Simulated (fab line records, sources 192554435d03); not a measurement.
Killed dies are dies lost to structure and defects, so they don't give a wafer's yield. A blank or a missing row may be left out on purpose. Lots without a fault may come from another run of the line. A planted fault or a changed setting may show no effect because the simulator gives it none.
fab line records | flow n5_finfet
record lots=5 wafers=15 last_day=14
route steps=1938 shown BEOL_M10@1478
lots that met no fault: from a run of the same line without faults
start_h: hours from the record's first day to the start of the lot's first wafer shown | wait_h: hours since the lot's step before | " the same as in the row above | L1.1+2: a row that stands for several wafers | - no value, or no start given | * or withheld: withheld | < > ~ a bound
route shown NAME@n: a module of which the file shows steps, and the number in the route of the first | usual: mean/standard deviation of fault-free wafers | same: alike in all rows | chamber/n: place in a boat | sites: the reading at each site | _std_site: their standard deviation | _edge_site: outer sites' mean less inner sites' | radius_mm: how far each site lies from the wafer's centre | mask NAME#n: copy n | behind: the tool/chamber that last shaped the wafer | hold: why the lot was held/for how many hours/how that ended | device: the transistor (n, p or np) that didn't switch | end of line: the same wafers' tests at the end of the route | a step without rows: its recipe alone | killed: dies lost to structure and defects at the first sort, not the wafer's yield | map: a wafer's dies, x killed, . not, _ none there
set.NAME: the setting as run; set.NAME@STEP: as run at that earlier step | model.NAME: the simulator's own value behind a step, which no gauge read
lots at some steps of the route; a table a step, a row a wafer
services: from which hour (start_h, from the record's first day; less than 0 if before it) a tool's chamber was out of use, for how many hours, and why
## steps
# step N5_BEOL_M10_EBR_07
# recipe solvent=PGMEA ebr_width_mm=1.5
# columns lot.wafer tool chamber start_h wait_h
L078.1+3+5 litho_track-04 0 - -
L082.2+5+6 litho_track-04 0 - -
L086.2+4+5 litho_track-04 0 - -
L085.1+5+6 litho_track-05 0 - -
L087.1+2+5 litho_track-05 0 - -
# step N5_BEOL_M10_SOFTBAKE_06
# recipe temp_c=110 time_s=60 resist=CAR-ArF
# columns lot.wafer tool chamber start_h wait_h
L078.1+3+5 litho_track-04 0 - -
L082.2+5+6 litho_track-04 0 - -
L086.2+4+5 litho_track-04 0 - -
L085.1+5+6 litho_track-05 0 - -
L087.1+2+5 litho_track-05 0 - -
# step N5_BEOL_M10_EXPOSE_08
# recipe mask_id=M10 na=1.35 source_shape=dipole sigma_inner=0.411 sigma_outer=0.611 polarization=te dose_mj=53.75
# usual reticle_temp_C=22.98/0.1
# columns lot.wafer tool chamber start_h wait_h mask reticle_temp_C
L078.1 arfi_scanner-01 0 242.80 - M10#0 22.84
L078.3 " 0 " " M10#0 23.02
L078.5 " 0 " " M10#0 22.97
L082.2 arfi_scanner-02 0 269.89 - M10#0 22.81
L082.5 " 0 " " M10#0 22.88
L082.6 " 0 " " M10#0 23.01
L086.2 arfi_scanner-02 0 281.02 - M10#0 22.82
L086.4 " 0 " " M10#0 22.93
L086.5 " 0 " " M10#0 22.72
L085.1 arfi_scanner-03 0 290.27 - M10#0 22.95
L085.5 " 0 " " M10#0 23.11
L085.6 " 0 " " M10#0 22.96
L087.1 arfi_scanner-02 0 293.58 - M10#0 22.92
L087.2 " 0 " " M10#0 22.90
L087.5 " 0 " " M10#0 23.15
# step N5_BEOL_M10_PEB_09
# recipe peb_temp_c=withheld peb_time_s=60 resist=CAR-ArF
# columns lot.wafer tool chamber start_h wait_h
L078.1+3+5 litho_track-05 0 242.86 0.1
L082.2+5+6 litho_track-05 0 269.94 0.0
L086.2+4+5 litho_track-05 0 281.07 0.0
L085.1+5+6 litho_track-01 0 290.33 0.1
L087.1+2+5 litho_track-01 0 293.64 0.1
# step N5_BEOL_M10_DEVELOP_10
# recipe develop_time_s=30 developer=TMAH resist=CAR-ArF rinse_liquid=diw dry=air_spin dev_temp_c=23
# columns lot.wafer tool chamber start_h wait_h
L078.1+3+5 litho_track-05 0 - -
L082.2+5+6 litho_track-05 0 - -
L086.2+4+5 litho_track-05 0 - -
L085.1+5+6 litho_track-01 0 - -
L087.1+2+5 litho_track-01 0 - -
# step N5_BEOL_M10_CD_MEAS_11
# recipe target_cd_nm=64.1 landing_energy_ev=500 detector=se_inlens polarity=opening
# usual cd_nm=64.8/0.87
# columns lot.wafer tool chamber start_h wait_h cd_nm
L078.1 cd_sem-01 0 242.93 - 66.0
L078.3 " 0 " " 65.1
L078.5 " 0 " " 65.3
L082.2 cd_sem-01 0 270.01 - 66.0
L082.5 " 0 " " 66.0
L082.6 " 0 " " 66.5
L086.2 cd_sem-03 0 281.14 - 66.0
L086.4 " 0 " " 65.9
L086.5 " 0 " " 65.7
L085.1 cd_sem-02 0 290.40 - 65.6
L085.5 " 0 " " 64.6
L085.6 " 0 " " 64.2
L087.1 cd_sem-03 0 293.71 - 64.0
L087.2 " 0 " " 64.9
L087.5 " 0 " " 63.7
# step N5_BEOL_M10_OVL_MEAS_12
# recipe points_per_wafer=44
# usual M10_OVL=0.2/0.81
# columns lot.wafer tool chamber start_h wait_h M10_OVL[nm]
L078.1 overlay-02 0 242.96 0.0 0.7
L078.3 " 0 " " 1.3
L078.5 " 0 " " 1.4
L082.2 overlay-02 0 270.04 0.0 1.1
L082.5 " 0 " " -0.5
L082.6 " 0 " " 0.0
L086.2 overlay-02 0 281.17 0.0 1.1
L086.4 " 0 " " 0.1
L086.5 " 0 " " -0.5
L085.1 overlay-01 0 290.43 0.0 1.1
L085.5 " 0 " " 0.1
L085.6 " 0 " " -0.2
L087.1 overlay-01 0 293.74 0.0 -1.6
L087.2 " 0 " " -1.4
L087.5 " 0 " " 0.5
# step N5_BEOL_M10_INSPECT_13
# recipe mode=adi inspect_instrument=brightfield
# usual raw_defect_count=415/110
# columns lot.wafer tool chamber start_h wait_h raw_defect_count
L078.1 defect_inspect-01 - 242.98 0.0 300
L078.3 " - " " 306
L078.5 " - " " 387
L082.2 defect_inspect-02 - 270.06 0.0 293
L082.5 " - " " 260
L082.6 " - " " 280
L086.2 defect_inspect-01 - 281.19 0.0 419
L086.4 " - " " 751
L086.5 " - " " 510
L085.1 defect_inspect-01 - 290.45 0.0 398
L085.5 " - " " 453
L085.6 " - " " 530
L087.1 defect_inspect-02 - 293.76 0.0 350
L087.2 " - " " 488
L087.5 " - " " 452
# step N5_BEOL_M10_DESCUM_16
# recipe chemistry=O2 time_s=7.9 source_power_w=50 bias_power_w=20 pressure_mtorr=20 rf_frequency_hz=2.712e+07 temp_c=40 resist=CAR-ArF o2_flow_sccm=225
# usual drypump_motor_current_A=5.7/0.41 oes_product_au=0.81/0.092 rf_vpp_V=243.5/1.4 showerhead_plenum_p_Torr=2.12/0.083 throttle_valve_pct=20.4/0.31
# columns lot.wafer tool chamber start_h wait_h drypump_motor_current_A oes_product_au rf_hours_counter_h rf_vpp_V showerhead_plenum_p_Torr throttle_valve_pct
L078.1 rie_diel-04 2 243.22 0.2 5.9 0.94 7 244.4 2.10 19.8
L078.3 " 1 " " 5.6 0.90 22 243.8 2.23 20.3
L078.5 " 2 " " 5.9 0.95 - 244.2 2.10 19.8
L082.2 rie_diel-03 3 270.11 0.0 5.8 0.68 231 242.3 2.04 20.5
L082.5 " 3 " " 5.8 0.68 - 243.6 2.04 20.5
L082.6 " 2 " " 4.7 0.91 - 244.4 2.13 19.9
L086.2 rie_diel-05 1 281.22 0.0 5.2 0.74 195 246.2 2.16 20.6
L086.4 " 0 " " 5.8 0.69 214 244.2 2.16 21.0
L086.5 " 3 " " 5.5 0.70 - 242.0 1.97 20.4
L085.1 rie_diel-05 0 290.55 0.1 5.8 0.69 218 243.1 2.16 21.0
L085.5 " 0 " " 5.8 0.69 - 244.1 2.16 21.0
L085.6 " 1 " " 5.2 0.74 - 243.7 2.16 20.7
L087.1 rie_diel-05 0 294.18 0.4 5.8 0.69 220 243.6 2.16 21.0
L087.2 " 3 " " 5.6 0.70 225 242.4 1.97 20.4
L087.5 " 0 " " 5.8 0.68 - 244.4 2.16 20.9
# step N5_BEOL_M10_ETCH_61
# recipe chemistry=CF4 target=SiARC target_depth_a=390 mask_material=CAR-ArF time_s=65 ion_energy_ev=80 pressure_mtorr=40 source_w=545 bias_w=36 Ar_flow_sccm=100 cf4_flow_sccm=100 ends=cleared
# usual drypump_motor_current_A=5.7/0.41 etch_rf_on_time_s=65.5/2.1 oes_product_au=0.69/0.076 rf_vpp_V=184.3/1.2 showerhead_plenum_p_Torr=2.17/0.077 throttle_valve_pct=15.61/0.29
# columns lot.wafer tool chamber start_h wait_h drypump_motor_current_A etch_rf_on_time_s oes_product_au rf_hours_counter_h rf_vpp_V showerhead_plenum_p_Torr throttle_valve_pct
L078.1 rie_diel-04 2 243.25 0.0 5.9 64.4 0.79 7 184.5 2.20 15.33
L078.3 " 1 " " 5.6 64.3 0.78 22 185.1 2.26 15.37
L078.5 " 2 " " 5.9 63.8 0.80 - 185.0 2.20 15.33
L082.2 rie_diel-03 3 270.14 0.0 5.8 61.1 0.60 231 183.0 2.11 15.91
L082.5 " 3 " " 5.8 61.5 0.60 - 183.3 2.11 15.92
L082.6 " 2 " " 4.7 62.7 0.77 - 184.7 2.18 15.18
L086.2 rie_diel-05 1 281.26 0.0 5.2 67.7 0.62 195 184.5 2.22 15.94
L086.4 " 0 " " 5.7 66.4 0.59 214 184.7 2.21 16.17
L086.5 " 3 " " 5.5 66.9 0.60 - 181.7 2.03 15.74
L085.1 rie_diel-05 0 290.58 0.0 5.8 66.7 0.59 218 185.6 2.21 16.18
L085.5 " 0 " " 5.8 66.1 0.59 - 183.8 2.21 16.17
L085.6 " 1 " " 5.1 67.2 0.62 - 183.3 2.22 15.94
L087.1 rie_diel-05 0 294.21 0.0 5.8 66.4 0.59 220 183.2 2.21 16.18
L087.2 " 3 " " 5.6 66.7 0.60 225 183.5 2.03 15.76
L087.5 " 0 " " 5.8 66.2 0.59 - 184.9 2.21 16.16
# step N5_BEOL_M10_ETCH_62
# recipe chemistry=N2/H2 target=SOC target_depth_a=1100 overetch_a=220 mask_material=SiARC temp_c=40 time_s=165 ion_energy_ev=200 pressure_mtorr=30 source_w=840 bias_w=150 n2_flow_sccm=200 h2_flow_sccm=200
# usual drypump_motor_current_A=5.7/0.41 oes_product_au=0.68/0.07 rf_vpp_V=525.0/2.8 showerhead_plenum_p_Torr=2.58/0.1 throttle_valve_pct=17.83/0.26
# columns lot.wafer tool chamber start_h wait_h drypump_motor_current_A oes_product_au rf_hours_counter_h rf_vpp_V showerhead_plenum_p_Torr throttle_valve_pct
L078.1 rie_diel-04 2 243.30 0.0 5.9 0.79 8 526.0 2.60 17.46
L078.3 " 1 " " 5.6 0.76 22 529.0 2.71 17.72
L078.5 " 2 " " 5.9 0.78 - 525.9 2.60 17.46
L082.2 rie_diel-03 3 270.19 0.0 5.8 0.59 232 522.9 2.50 18.00
L082.5 " 3 " " 5.8 0.58 - 522.3 2.50 17.98
L082.6 " 2 " " 4.8 0.75 - 526.1 2.60 17.40
L086.2 rie_diel-05 1 281.31 0.0 5.2 0.63 195 526.1 2.64 18.11
L086.4 " 0 " " 5.8 0.60 214 525.2 2.62 18.31
L086.5 " 3 " " 5.6 0.61 - 521.4 2.40 17.91
L085.1 rie_diel-05 0 290.63 0.0 5.8 0.59 218 526.0 2.62 18.32
L085.5 " 0 " " 5.8 0.58 - 526.9 2.62 18.29
L085.6 " 1 " " 5.2 0.63 - 527.1 2.64 18.13
L087.1 rie_diel-05 0 294.26 0.0 5.8 0.59 220 525.1 2.61 18.30
L087.2 " 3 " " 5.6 0.60 225 519.9 2.40 17.92
L087.5 " 0 " " 5.8 0.59 - 525.3 2.61 18.30
# step N5_BEOL_M10_STRIP_68
# recipe chemistry=N2/H2 temp_c=40 n2_flow_sccm=200 h2_flow_sccm=200 rf_frequency_hz=6e+07
# columns lot.wafer tool chamber start_h wait_h
L078.1+3+5 rie_diel-04 2,1,2 243.44 0.1
L082.2+5+6 rie_diel-03 3,3,2 270.33 0.1
L086.2+4+5 rie_diel-05 1,0,3 281.45 0.1
L085.1+5+6 rie_diel-05 0,0,1 290.77 0.1
L087.1+2+5 rie_diel-05 0,3,0 294.40 0.1
# step N5_BEOL_M10_STRIP_67
# recipe chemistry=CF4 resist=SiARC power_w=300 bias_power_w=75 pressure_mtorr=50 cf4_flow_sccm=150 rf_frequency_hz=6e+07
# usual drypump_motor_current_A=5.7/0.41 oes_product_au=0.81/0.082 rf_vpp_V=271.7/1.7 showerhead_plenum_p_Torr=1.82/0.062 throttle_valve_pct=13.6/0.31
# columns lot.wafer tool chamber start_h wait_h drypump_motor_current_A oes_product_au rf_hours_counter_h rf_vpp_V showerhead_plenum_p_Torr throttle_valve_pct
L078.1 rie_diel-04 2 243.45 0.0 5.9 0.92 8 270.8 1.84 13.3
L078.3 " 1 " " 5.6 0.91 22 273.5 1.89 13.3
L078.5 " 2 " " 5.9 0.92 - 272.3 1.84 13.3
L082.2 rie_diel-03 3 270.34 0.0 5.8 0.68 232 269.9 1.78 14.0
L082.5 " 3 " " 5.8 0.68 - 270.5 1.78 14.0
L082.6 " 2 " " 4.8 0.88 - 272.3 1.83 13.2
L086.2 rie_diel-05 1 281.46 0.0 5.2 0.74 195 274.0 1.85 13.9
L086.4 " 0 " " 5.8 0.70 214 273.6 1.86 14.2
L086.5 " 3 " " 5.6 0.71 - 268.8 1.70 13.7
L085.1 rie_diel-05 0 290.78 0.0 5.8 0.69 218 273.5 1.86 14.2
L085.5 " 0 " " 5.8 0.69 - 272.9 1.86 14.2
L085.6 " 1 " " 5.2 0.73 - 272.4 1.85 13.9
L087.1 rie_diel-05 0 294.41 0.0 5.8 0.69 220 272.4 1.86 14.2
L087.2 " 3 " " 5.6 0.71 225 269.0 1.70 13.8
L087.5 " 0 " " 5.8 0.69 - 272.3 1.86 14.2
# step N5_BEOL_M10_HM_OPEN_17
# recipe chemistry=Cl2/BCl3 target_depth_a=200 overetch_a=60 target=TiN mask_material=SOC ion_energy_ev=150 pressure_mtorr=10 icp_w=1000 bias_w=126 Cl2_flow_sccm=53.25 bcl3_flow_sccm=21.75 Ar_flow_sccm=25
# usual drypump_motor_current_A=5.8/0.45 oes_product_au=0.69/0.11 throttle_valve_pct=21.98/0.18
# columns lot.wafer tool chamber start_h wait_h drypump_motor_current_A oes_product_au rf_hours_counter_h throttle_valve_pct
L078.1 rie_metal-02 0 243.49 0.0 5.6 0.54 110 22.15
L078.3 " 0 " " 5.6 0.54 - 22.11
L078.5 " 0 " " 5.5 0.54 - 22.14
L082.2 rie_metal-02 0 270.38 0.0 5.6 0.54 114 22.12
L082.5 " 0 " " 5.6 0.53 - 22.16
L082.6 " 1 " " 5.4 0.82 - 21.86
L086.2 rie_metal-03 1 281.53 0.1 6.0 0.61 - 22.09
L086.4 " 1 " " 6.0 0.62 - 22.12
L086.5 " 1 " " 6.0 0.62 - 22.09
L085.1 rie_metal-02 0 290.82 0.0 5.6 0.54 115 22.11
L085.5 " 0 " " 5.5 0.53 - 22.13
L085.6 " 1 " " 5.5 0.81 - 21.84
L087.1 rie_metal-02 1 294.45 0.0 5.5 0.79 4 21.85
L087.2 " 0 " " 5.6 0.53 115 22.16
L087.5 " 0 " " 5.6 0.54 - 22.15
# step N5_BEOL_M10_STRIP_19
# recipe chemistry=O2 power_w=400 temp_c=40 pressure_mtorr=30 rf_frequency_hz=6e+07 bias_power_w=0 overash_fraction=0.2 o2_flow_sccm=225
# usual drypump_motor_current_A=5.7/0.4 oes_product_au=0.79/0.088 rf_vpp_V=3.7/0.69 showerhead_plenum_p_Torr=2.12/0.081 throttle_valve_pct=16.7/0.31
# columns lot.wafer tool chamber start_h wait_h drypump_motor_current_A oes_product_au rf_hours_counter_h rf_vpp_V showerhead_plenum_p_Torr throttle_valve_pct
L078.1 rie_diel-04 1 243.60 0.1 5.6 0.90 22 3.8 2.23 16.5
L078.3 " 2 " " 5.9 0.95 8 4.2 2.10 16.1
L078.5 " 1 " " 5.6 0.91 - 2.5 2.23 16.5
L082.2 rie_diel-04 2 270.53 0.1 5.9 0.90 18 2.4 2.10 16.1
L082.5 " 0 " " 5.7 0.69 - 2.6 1.99 17.1
L082.6 " 3 " " 6.4 0.87 - 3.2 2.22 16.6
L086.2 rie_diel-05 2 281.70 0.1 5.8 0.81 84 4.1 2.12 16.4
L086.4 " 0 " " 5.8 0.69 214 3.6 2.17 17.2
L086.5 " 3 " " 5.6 0.70 - 5.5 1.97 16.7
L085.1 rie_diel-04 2 291.07 0.2 5.9 0.89 27 2.9 2.10 16.1
L085.5 " 3 " " 6.4 0.85 - 3.9 2.22 16.6
L085.6 " 1 " " 5.6 0.87 - 3.8 2.22 16.6
L087.1 rie_diel-04 2 294.64 0.2 5.9 0.88 28 4.5 2.10 16.1
L087.2 " 3 " " 6.4 0.86 59 4.6 2.22 16.6
L087.5 " 3 " " 6.4 0.86 - 3.1 2.22 16.6
# step N5_BEOL_M10_CD_MEAS_18
# recipe pitch_nm=140 target_cd_nm=70
# usual cd_nm=70.5/1
# columns lot.wafer tool chamber start_h wait_h cd_nm
L078.1 cd_sem-01 - 243.67 0.0 71.4
L078.3 " - " " 70.7
L078.5 " - " " 70.4
L082.2 cd_sem-01 - 270.60 0.1 72.0
L082.5 " - " " 72.3
L082.6 " - " " 72.5
L086.2 cd_sem-02 - 281.77 0.1 72.2
L086.4 " - " " 72.3
L086.5 " - " " 72.4
L085.1 cd_sem-03 - 291.14 0.0 71.5
L085.5 " - " " 69.7
L085.6 " - " " 70.1
L087.1 cd_sem-01 - 294.71 0.0 69.9
L087.2 " - " " 70.8
L087.5 " - " " 69.5
# step N5_BEOL_M10_COAT_63
# recipe resist=SOC temp_c=250 time_s=60 spin_rpm=1500 resist_thk_nm=100
# columns lot.wafer tool chamber start_h wait_h
L078.1+3+5 litho_track-04 0 244.91 1.2
L082.2+5+6 litho_track-05 0 271.15 0.5
L086.2+4+5 litho_track-04 0 281.87 0.1
L085.1+5+6 litho_track-01 0 292.03 0.9
L087.1+2+5 litho_track-01 0 296.28 1.6
# step N5_BEOL_M10_COAT_64
# recipe resist=SiARC temp_c=220 time_s=60 spin_rpm=1500 resist_thk_nm=30
# columns lot.wafer tool chamber start_h wait_h
L078.1+3+5 litho_track-04 0 - -
L082.2+5+6 litho_track-05 0 - -
L086.2+4+5 litho_track-04 0 - -
L085.1+5+6 litho_track-01 0 - -
L087.1+2+5 litho_track-01 0 - -
# step N5_BEOL_M10_COAT_22
# recipe resist=CAR-ArF spin_rpm=1500 resist_thk_nm=90
# columns lot.wafer tool chamber start_h wait_h
L078.1+3+5 litho_track-04 0 - -
L082.2+5+6 litho_track-05 0 - -
L086.2+4+5 litho_track-04 0 - -
L085.1+5+6 litho_track-01 0 - -
L087.1+2+5 litho_track-01 0 - -
# step N5_BEOL_M10_EBR_24
# recipe solvent=PGMEA ebr_width_mm=1.5
# columns lot.wafer tool chamber start_h wait_h
L078.1+3+5 litho_track-04 0 - -
L082.2+5+6 litho_track-05 0 - -
L086.2+4+5 litho_track-04 0 - -
L085.1+5+6 litho_track-01 0 - -
L087.1+2+5 litho_track-01 0 - -
# step N5_BEOL_M10_SOFTBAKE_23
# recipe temp_c=110 time_s=60 resist=CAR-ArF
# columns lot.wafer tool chamber start_h wait_h
L078.1+3+5 litho_track-04 0 - -
L082.2+5+6 litho_track-05 0 - -
L086.2+4+5 litho_track-04 0 - -
L085.1+5+6 litho_track-01 0 - -
L087.1+2+5 litho_track-01 0 - -
# step N5_BEOL_M10_EXPOSE_25
# recipe mask_id=V9 na=1.35 source_shape=annular sigma_inner=0.5 sigma_outer=0.8 polarization=unpolarized dose_mj=85.5
# usual reticle_temp_C=23.01/0.11
# columns lot.wafer tool chamber start_h wait_h mask reticle_temp_C
L078.1 arfi_scanner-02 0 245.02 - V9#0 23.10
L078.3 " 0 " " V9#0 22.87
L078.5 " 0 " " V9#0 23.07
L082.2 arfi_scanner-02 0 271.40 - V9#0 23.14
L082.5 " 0 " " V9#0 22.91
L082.6 " 0 " " V9#0 23.15
L086.2 arfi_scanner-02 0 282.00 - V9#0 22.85
L086.4 " 0 " " V9#0 23.07
L086.5 " 0 " " V9#0 23.04
L085.1 arfi_scanner-03 0 292.27 - V9#0 22.99
L085.5 " 0 " " V9#0 22.91
L085.6 " 0 " " V9#0 22.88
L087.1 arfi_scanner-03 0 296.40 - V9#0 22.70
L087.2 " 0 " " V9#0 22.72
L087.5 " 0 " " V9#0 22.87
# step N5_BEOL_M10_PEB_26
# recipe peb_temp_c=withheld peb_time_s=60 resist=CAR-ArF
# columns lot.wafer tool chamber start_h wait_h
L078.1+3+5 litho_track-05 0 245.09 0.1
L082.2+5+6 litho_track-01 0 271.46 0.1
L086.2+4+5 litho_track-05 0 282.06 0.1
L085.1+5+6 litho_track-01 0 292.34 0.1
L087.1+2+5 litho_track-01 0 296.47 0.1
# step N5_BEOL_M10_DEVELOP_27
# recipe develop_time_s=30 developer=TMAH resist=CAR-ArF rinse_liquid=diw dry=air_spin dev_temp_c=23
# columns lot.wafer tool chamber start_h wait_h
L078.1+3+5 litho_track-05 0 - -
L082.2+5+6 litho_track-01 0 - -
L086.2+4+5 litho_track-05 0 - -
L085.1+5+6 litho_track-01 0 - -
L087.1+2+5 litho_track-01 0 - -
# step N5_BEOL_M10_CD_MEAS_28
# recipe target_cd_nm=70 landing_energy_ev=500 detector=se_inlens polarity=opening
# usual cd_nm=70.5/1.4
# columns lot.wafer tool chamber start_h wait_h cd_nm
L078.1 cd_sem-03 0 245.16 - 71.7
L078.3 " 0 " " 70.3
L078.5 " 0 " " 71.8
L082.2 cd_sem-03 0 271.53 - 70.6
L082.5 " 0 " " 69.4
L082.6 " 0 " " 72.1
L086.2 cd_sem-03 0 282.12 - 70.0
L086.4 " 0 " " 73.4
L086.5 " 0 " " 72.1
L085.1 cd_sem-02 0 292.40 - 70.0
L085.5 " 0 " " 70.9
L085.6 " 0 " " 69.6
L087.1 cd_sem-03 0 296.53 - 70.3
L087.2 " 0 " " 70.4
L087.5 " 0 " " 72.8
# step N5_BEOL_M10_OVL_MEAS_29
# recipe points_per_wafer=44
# usual V9_OVL=0.3/0.75
# columns lot.wafer tool chamber start_h wait_h V9_OVL[nm]
L078.1 overlay-02 0 245.19 0.0 0.5
L078.3 " 0 " " 1.4
L078.5 " 0 " " 1.4
L082.2 overlay-02 0 271.56 0.0 0.1
L082.5 " 0 " " 1.2
L082.6 " 0 " " 0.6
L086.2 overlay-02 0 282.15 0.0 0.2
L086.4 " 0 " " 0.0
L086.5 " 0 " " -0.2
L085.1 overlay-02 0 292.43 0.0 0.2
L085.5 " 0 " " -0.6
L085.6 " 0 " " 0.2
L087.1 overlay-02 0 296.56 0.0 0.8
L087.2 " 0 " " 1.1
L087.5 " 0 " " -0.4
# step N5_BEOL_M10_INSPECT_30
# recipe mode=adi inspect_instrument=brightfield
# usual raw_defect_count=414/110
# columns lot.wafer tool chamber start_h wait_h raw_defect_count
L078.1 defect_inspect-02 - 245.21 0.0 317
L078.3 " - " " 299
L078.5 " - " " 385
L082.2 defect_inspect-02 - 271.58 0.0 283
L082.5 " - " " 250
L082.6 " - " " 251
L086.2 defect_inspect-01 - 282.18 0.0 395
L086.4 " - " " 780
L086.5 " - " " 475
L085.1 defect_inspect-02 - 292.46 0.0 423
L085.5 " - " " 465
L085.6 " - " " 542
L087.1 defect_inspect-01 - 296.59 0.0 327
L087.2 " - " " 475
L087.5 " - " " 437
# step N5_BEOL_M10_DESCUM_33
# recipe chemistry=O2 time_s=7.9 source_power_w=50 bias_power_w=20 pressure_mtorr=20 rf_frequency_hz=2.712e+07 temp_c=40 resist=CAR-ArF o2_flow_sccm=225
# usual drypump_motor_current_A=5.7/0.42 oes_product_au=0.81/0.082 rf_vpp_V=243.7/1.5 showerhead_plenum_p_Torr=2.13/0.08 throttle_valve_pct=20.4/0.3
# columns lot.wafer tool chamber start_h wait_h drypump_motor_current_A oes_product_au rf_hours_counter_h rf_vpp_V showerhead_plenum_p_Torr throttle_valve_pct
L078.1 rie_diel-03 1 245.24 0.0 5.2 0.85 49 242.3 2.17 20.5
L078.3 " 2 " " 4.7 0.93 12 243.5 2.13 19.9
L078.5 " 3 " " 5.8 0.68 - 242.8 2.05 20.5
L082.2 rie_diel-05 3 271.61 0.0 5.6 0.70 218 241.1 1.97 20.4
L082.5 " 2 " " 5.8 0.80 - 244.0 2.11 20.1
L082.6 " 3 " " 5.6 0.69 - 241.7 1.97 20.4
L086.2 rie_diel-04 3 282.21 0.0 6.4 0.86 53 245.5 2.22 20.4
L086.4 " 3 " " 6.4 0.87 - 243.6 2.22 20.4
L086.5 " 1 " " 5.6 0.88 - 244.8 2.22 20.3
L085.1 rie_diel-04 3 292.71 0.3 6.4 0.86 58 245.8 2.22 20.4
L085.5 " 1 " " 5.6 0.88 - 245.6 2.22 20.4
L085.6 " 2 " " 5.9 0.89 - 244.5 2.09 19.9
L087.1 rie_diel-04 3 296.70 0.1 6.4 0.86 60 243.6 2.22 20.4
L087.2 " 1 " " 5.6 0.87 44 246.7 2.22 20.3
L087.5 " 1 " " 5.6 0.88 - 245.5 2.22 20.4
# step N5_BEOL_M10_ETCH_65
# recipe chemistry=CF4 target=SiARC target_depth_a=390 mask_material=CAR-ArF time_s=65 ion_energy_ev=80 pressure_mtorr=40 source_w=545 bias_w=36 Ar_flow_sccm=100 cf4_flow_sccm=100 ends=cleared
# usual drypump_motor_current_A=5.7/0.42 etch_rf_on_time_s=65.7/2.1 oes_product_au=0.69/0.068 rf_vpp_V=184.5/1.3 showerhead_plenum_p_Torr=2.18/0.073 throttle_valve_pct=15.59/0.28
# columns lot.wafer tool chamber start_h wait_h drypump_motor_current_A etch_rf_on_time_s oes_product_au rf_hours_counter_h rf_vpp_V showerhead_plenum_p_Torr throttle_valve_pct
L078.1 rie_diel-03 1 245.28 0.0 5.2 68.5 0.69 49 183.0 2.17 15.34
L078.3 " 2 " " 4.8 64.1 0.79 12 183.9 2.18 15.17
L078.5 " 3 " " 5.8 62.3 0.61 - 182.4 2.11 15.87
L082.2 rie_diel-05 3 271.65 0.0 5.5 66.8 0.60 218 183.6 2.03 15.73
L082.5 " 2 " " 5.8 63.2 0.70 - 184.2 2.17 15.38
L082.6 " 3 " " 5.6 66.9 0.60 - 182.2 2.03 15.72
L086.2 rie_diel-04 3 282.25 0.0 6.4 68.2 0.70 53 184.7 2.26 15.51
L086.4 " 3 " " 6.4 68.4 0.70 - 185.7 2.26 15.48
L086.5 " 1 " " 5.6 64.2 0.75 - 186.3 2.25 15.40
L085.1 rie_diel-04 3 292.75 0.0 6.4 67.7 0.70 58 186.1 2.25 15.50
L085.5 " 1 " " 5.6 63.7 0.76 - 185.6 2.25 15.41
L085.6 " 2 " " 5.9 63.6 0.76 - 184.2 2.20 15.38
L087.1 rie_diel-04 3 296.73 0.0 6.4 69.4 0.69 60 185.4 2.25 15.50
L087.2 " 1 " " 5.6 65.0 0.75 44 185.9 2.25 15.42
L087.5 " 1 " " 5.6 65.4 0.74 - 185.6 2.25 15.42
# step N5_BEOL_M10_ETCH_66
# recipe chemistry=N2/H2 target=SOC target_depth_a=1200 overetch_a=240 mask_material=SiARC temp_c=40 time_s=180 ion_energy_ev=200 pressure_mtorr=30 source_w=840 bias_w=150 n2_flow_sccm=200 h2_flow_sccm=200
# usual drypump_motor_current_A=5.7/0.42 oes_product_au=0.65/0.06 rf_vpp_V=525.1/2.7 showerhead_plenum_p_Torr=2.59/0.097 throttle_valve_pct=17.82/0.25
# columns lot.wafer tool chamber start_h wait_h drypump_motor_current_A oes_product_au rf_hours_counter_h rf_vpp_V showerhead_plenum_p_Torr throttle_valve_pct
L078.1 rie_diel-03 1 245.33 0.0 5.2 0.68 49 524.0 2.57 17.50
L078.3 " 2 " " 4.8 0.74 12 525.6 2.61 17.37
L078.5 " 3 " " 5.8 0.57 - 522.8 2.50 17.97
L082.2 rie_diel-05 3 271.70 0.0 5.6 0.57 218 519.9 2.40 17.90
L082.5 " 2 " " 5.8 0.66 - 525.2 2.60 17.76
L082.6 " 3 " " 5.6 0.58 - 519.5 2.40 17.90
L086.2 rie_diel-04 3 282.30 0.0 6.4 0.68 53 528.5 2.69 17.85
L086.4 " 3 " " 6.4 0.68 - 528.2 2.69 17.86
L086.5 " 1 " " 5.6 0.70 - 527.4 2.71 17.75
L085.1 rie_diel-04 3 292.80 0.0 6.4 0.68 58 525.6 2.69 17.87
L085.5 " 1 " " 5.6 0.69 - 528.3 2.70 17.76
L085.6 " 2 " " 5.9 0.70 - 524.9 2.59 17.48
L087.1 rie_diel-04 2 296.78 0.0 5.9 0.70 29 525.3 2.59 17.49
L087.2 " 3 " " 6.4 0.67 60 526.6 2.69 17.88
L087.5 " 3 " " 6.4 0.68 - 528.2 2.69 17.87
# step N5_BEOL_M10_STRIP_69
# recipe chemistry=N2/H2 temp_c=40 n2_flow_sccm=200 h2_flow_sccm=200 rf_frequency_hz=6e+07
# columns lot.wafer tool chamber start_h wait_h
L078.1+3+5 rie_diel-03 1,2,3 245.44 0.1
L082.2+5+6 rie_diel-05 3,2,3 271.81 0.1
L086.2+4+5 rie_diel-04 3,3,1 282.41 0.1
L085.1+5+6 rie_diel-04 3,1,2 292.91 0.1
L087.1+2+5 rie_diel-04 1,3,3 296.90 0.1
## services
# columns tool chamber start_h hours kind
arfi_scanner-01 - 219.59 3.9 pm
arfi_scanner-01 0 224.03 - calibration
arfi_scanner-03 - 227.39 1.0 repair
arfi_scanner-01 - 233.42 1.3 pm
arfi_scanner-03 - 234.05 4.9 pm
rie_diel-04 0 238.07 6.8 repair
arfi_scanner-02 0 239.40 - calibration
arfi_scanner-01 - 242.10 0.7 repair
litho_track-01 - 250.62 - consumable_replace:filter
arfi_scanner-01 - 258.95 1.0 pm
rie_metal-03 0 259.62 - clean
rie_metal-03 0 259.62 24.2 scheduled_down
arfi_scanner-03 - 262.31 6.9 repair
arfi_scanner-01 - 264.61 57.0 repair
arfi_scanner-03 - 269.21 1.3 pm
rie_metal-02 - 274.84 14.6 pm
rie_diel-04 0 279.18 - clean
rie_diel-04 0 279.18 - consumable_replace:focus_ring
rie_diel-04 0 279.18 - consumable_replace:showerhead
rie_diel-04 0 279.18 27.8 scheduled_down
rie_diel-04 0 279.18 27.8 vent_cycle
arfi_scanner-02 - 284.16 3.9 pm
rie_diel-03 1 289.69 5.4 repair
arfi_scanner-02 - 294.52 1.0 pm
## key
fault none
